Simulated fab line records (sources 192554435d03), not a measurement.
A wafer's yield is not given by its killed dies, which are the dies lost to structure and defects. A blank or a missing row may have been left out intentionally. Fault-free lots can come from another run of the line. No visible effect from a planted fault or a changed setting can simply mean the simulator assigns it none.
What tool caused it? + flow n5 finfet + Sampling: 6 lots, 16 wafers, 3 of 1938 route steps

## WHAT EACH GAUGE READ, for each wafer
N5_PASSIVATION_CD_MEAS_44 targets a cd of 40000 nm.
| lot  | measured     | on        | cd nm (nm)        |
|------|--------------|-----------|-------------------|
| L995 | day 14 09:32 | cd sem-02 | 40006 39997 39999 |
| L998 | day 14 10:07 | cd sem-01 | 40000 40000 40006 |
| L101 | day 15 06:15 | cd sem-02 | 39994 39999 39999 |
| L102 | day 15 12:08 | cd sem-01 | 39995 39997 40007 |
| L111 | day 18 00:55 | cd sem-02 | 40005 40012       |
| L113 | day 18 19:05 | cd sem-03 | 39999 40012       |

## WHICH TOOL RAN EACH LOT (tool, then ch and the chambers of the sampled wafers, then the start)
| lot  | N5_BEOL_M3_SPUTTER_94        | N5_MIM_TOP_ETCH_STRIP_01           |
|------|------------------------------|------------------------------------|
| L995 | pvd sputter-03, day 9 00:40  | rie diel-01 ch 0,2, day 14 00:40   |
| L998 | pvd sputter-02, day 9 07:50  | rie diel-03 ch 1,2, day 14 03:43   |
| L101 | pvd sputter-02, day 10 00:21 | rie diel-04 ch 1,2,3, day 14 22:30 |
| L102 | pvd sputter-03, day 10 21:49 | rie diel-03 ch 0,1, day 15 04:50   |
| L111 | pvd sputter-01, day 12 22:05 | rie diel-01 ch 2,3, day 17 17:25   |
| L113 | pvd sputter-01, day 13 17:44 | rie diel-04 ch 1,2, day 18 10:26   |
- N5_BEOL_M3_SPUTTER_94: material Cu, target thk 4.5 nm, time 8.29 s.
- N5_MIM_TOP_ETCH_STRIP_01: strips in O2.

## THE ANSWER, worked out from the rows above alone
Rule: the lots themselves supply what counts as usual. The widest of any qualifying gaps counts: lots, ordered by their means at a reading, are off when they make up no more than a third of the lots, leave a main group of 4 or more, and stand apart from it by 3 or more times the standard deviation of that group's means. A main group is skipped when, at the precision printed for the reading in the tables above, its means are all equal. A lot without any number at a reading at which 4 lots or more have one is off too. Where the step has rows for the other lots, those lots are counted as sound.
None of the lots is off at any reading shown; this tells nothing.

## WHAT THE SIMULATOR PUT IN
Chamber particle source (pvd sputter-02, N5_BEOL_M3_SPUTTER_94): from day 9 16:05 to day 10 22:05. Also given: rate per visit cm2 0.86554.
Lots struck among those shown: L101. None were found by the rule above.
